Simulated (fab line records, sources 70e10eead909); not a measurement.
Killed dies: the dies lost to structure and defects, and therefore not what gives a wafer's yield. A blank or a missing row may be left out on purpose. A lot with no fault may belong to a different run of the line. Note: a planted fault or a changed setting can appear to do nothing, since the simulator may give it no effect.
Which tool was responsible? ; flow nand harc ; Sampling: 11 lots, 33 wafers, 5 of 1302 route steps

## WHAT THE GAUGES SHOWED, per wafer
NHARC_END_SORT_01.
lot;measured;on;killed at array
L630;day 30 04:11;prober-02;68 54 91
L631;day 31 07:34;prober-02;39 53 50

## WHAT TOOL EACH LOT RAN ON (gives the tool, then ch and the chambers of the sampled wafers, and finally the start)
lot;NHARC_A_SLIT_DESCUM_14;NHARC_A_SLIT_ETCH_15;NHARC_A_SLIT_ETCH_17;NHARC_A_WL_FILL_RTA_01
L616;rie diel-08 ch 1,2, day 20 09:00;rie diel-08 ch 0,1,3, day 20 10:15 or earlier;har etch-02 ch 0,1, day 20 10:15;rtp anneal-02 ch 0, day 20 22:12
L617;rie diel-02 ch 0,2, day 20 20:00;rie diel-02 ch 0,3, day 20 21:30 or earlier;har etch-02 ch 0, day 20 21:30;rtp anneal-01 ch 0, day 21 09:36
L619;rie diel-02 ch 1,3, day 21 12:09;rie diel-02 ch 1,2, day 21 14:02 or earlier;har etch-01 ch 0, day 21 14:02;rtp anneal-02 ch 0, day 22 01:36
L620;rie diel-01 ch 0,2,3, day 22 01:50;rie diel-01 ch 0,3, day 22 04:55 or earlier;har etch-02 ch 0,1, day 22 04:55;rtp anneal-01 ch 0, day 22 15:08
L621;rie diel-02 ch 0,1,3, day 22 15:49;rie diel-02 ch 0,1,2, day 22 17:03 or earlier;har etch-01 ch 0, day 22 17:03;rtp anneal-02 ch 0, day 23 04:59
L630;rie diel-08 ch 0,1, day 25 16:30;rie diel-08 ch 2,3, day 25 18:58 or earlier;har etch-01 ch 0,1, day 25 18:58;rtp anneal-01 ch 0, day 26 05:56
L631;rie diel-01 ch 1,2,3, day 26 16:22;rie diel-01 ch 0,2,3, day 26 18:14 or earlier;har etch-02 ch 0,1, day 26 18:14;rtp anneal-02 ch 0, day 27 05:37
L632;rie diel-02 ch 0,1,3, day 26 17:01;rie diel-02 ch 0,3, day 26 19:28 or earlier;har etch-01 ch 0,1, day 26 19:28;rtp anneal-01 ch 0, day 27 05:40
L635;rie diel-01 ch 0,1,2, day 27 19:59;rie diel-01 ch 0,3, day 27 21:50 or earlier;har etch-02 ch 0,1, day 27 21:50;rtp anneal-02 ch 0, day 28 09:09
L636;rie diel-02 ch 0,2,3, day 28 11:44;rie diel-02 ch 0,2, day 28 17:24 or earlier;har etch-02 ch 0,1, day 28 17:24;rtp anneal-02 ch 0, day 29 04:58
L638;rie diel-08 ch 2,3, day 29 14:39;rie diel-08 ch 0,1, day 29 18:48 or earlier;har etch-01 ch 0,1, day 29 18:48;rtp anneal-01 ch 0, day 30 06:50
- NHARC_A_SLIT_DESCUM_14: chemistry O2, time 3 s.
- NHARC_A_SLIT_ETCH_15: etches the open film in O2/COS, target depth 6200 nm, time 1612 s.
- NHARC_A_SLIT_ETCH_17: etches the open film in C4F8/O2/Ar, time 4254.5 s, target depth 20300 nm.
- NHARC_A_WL_FILL_RTA_01: time 5 s.

## THE ANSWER, worked out from the rows above alone
Rule: what is usual is taken from the lots themselves. Put in order of their means at a reading, lots are off if they are a third of the lots or fewer, leave a main group of 4 or more, and stand apart from it by a gap of 3 or more times the standard deviation of the main group's means; of several such gaps the widest counts. The tables above print the reading to a certain number of digits; a main group whose means all agree to those digits is not used. Also off: a lot with no number at a reading for which 4 or more lots have one. Where the step has rows for the other lots, those lots are counted as sound.
No lot is off on any of the readings shown, so nothing can be concluded from this.

## WHAT THE SIMULATOR HAD INSERTED
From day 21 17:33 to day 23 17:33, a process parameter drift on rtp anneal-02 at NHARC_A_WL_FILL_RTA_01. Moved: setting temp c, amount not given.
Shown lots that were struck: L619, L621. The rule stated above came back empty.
